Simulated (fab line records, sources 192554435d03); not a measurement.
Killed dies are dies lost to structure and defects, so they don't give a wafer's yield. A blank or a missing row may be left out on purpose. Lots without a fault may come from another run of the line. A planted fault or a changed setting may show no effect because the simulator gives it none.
Chamber matching | flow n5_finfet | N5_HKMG_FIN_CMP_23 on cmp-01: 4 sister chambers
The step polishes, stops on SiNx, t overpolish 10 s, target thk 46.326 nm. 18 wafers are shown with their chamber, then 9 later ones without.

WAFERS WITH THEIR CHAMBER
wafer  | chamber | motor_current_A (A) | time_to_endpoint_s (s) | overpolish_run_s (s)
L074.3 | 2       | 11.2                | 11                     | 10.01
L074.5 | 0       | 12.8                | 17                     | 10.01
L074.6 | 1       | 10.3                | 9                      | 10.00
L076.1 | 3       | 13.8                | 15                     | 10.02
L076.4 | 1       | 11.2                | 9                      | 10.02
L076.6 | 3       | 12.6                | 12                     | 10.01
L077.2 | 1       | 10.8                | 4                      | 10.00
L077.3 | 0       | 14.0                | 13                     | 10.00
L077.4 | 3       | 13.0                | 11                     | 10.00
L084.1 | 0       | 14.2                | 16                     | 10.00
L084.2 | 3       | 12.5                | 14                     | 9.99
L084.5 | 3       | 13.5                | 16                     | 10.01
L085.4 | 1       | 10.9                | 11                     | 9.99
L085.5 | 1       | 10.1                | 12                     | 9.99
L085.6 | 2       | 10.8                | 16                     | 9.99
L087.1 | 3       | 13.4                | 16                     | 10.01
L087.2 | 2       | 11.1                | 11                     | 10.02
L087.3 | 0       | 13.5                | 14                     | 10.00

SIGNATURES (means of the wafers above)
reading            | chamber 0 | chamber 1 | chamber 2 | chamber 3 | scatter within a chamber
motor_current_A    | 13.625    | 10.660    | 11.033    | 13.133    | 0.494
time_to_endpoint_s | 15.00     | 9.00      | 12.67     | 14.00     | 2.49
overpolish_run_s   | 10.0025   | 10.0000   | 10.0067   | 10.0067   | 0.0109
Rule: a wafer's distance from a chamber is the root of the sum, over the readings, of the square of ((its reading less the chamber's mean) divided by the reading's scatter). The wafer belongs to the nearest chamber; if the next one is less than 2 further off, it can't be placed. The scatter: the root of (the sum of the squares of (reading less its chamber's mean) over the shown wafers, divided by (wafers less chambers)).

WAFERS WITHOUT THEIR CHAMBER
wafer  | motor_current_A (A) | time_to_endpoint_s (s) | overpolish_run_s (s)
L088.1 | 11.3                | 8                      | 10.01
L088.2 | 10.7                | 6                      | 10.01
L088.3 | 12.2                | 12                     | 10.00
L089.1 | 11.5                | 7                      | 10.00
L089.3 | 11.3                | 9                      | 10.00
L089.4 | 13.2                | 16                     | 10.01
L095.3 | 13.5                | 16                     | 10.01
L095.5 | 13.1                | 14                     | 10.00
L095.6 | 13.8                | 18                     | 10.00

WHICH CHAMBER EACH WENT THROUGH
wafer  | from the rows above               | in truth
L088.1 | can't be placed: 1 or 2           | 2
L088.2 | can't be placed: 1 or 2           | 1
L088.3 | can't be placed: 3 or 2 or 0 or 1 | 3
L089.1 | can't be placed: 1 or 2           | 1
L089.3 | can't be placed: 1 or 2           | 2
L089.4 | can't be placed: 3 or 0           | 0
L095.3 | can't be placed: 0 or 3           | 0
L095.5 | can't be placed: 3 or 0           | 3
L095.6 | can't be placed: 0 or 3           | 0
Placed correctly: 0 of 9. Can't be placed from these rows: 9 (the true chamber is among the candidates in 9). Placed wrongly: 0.
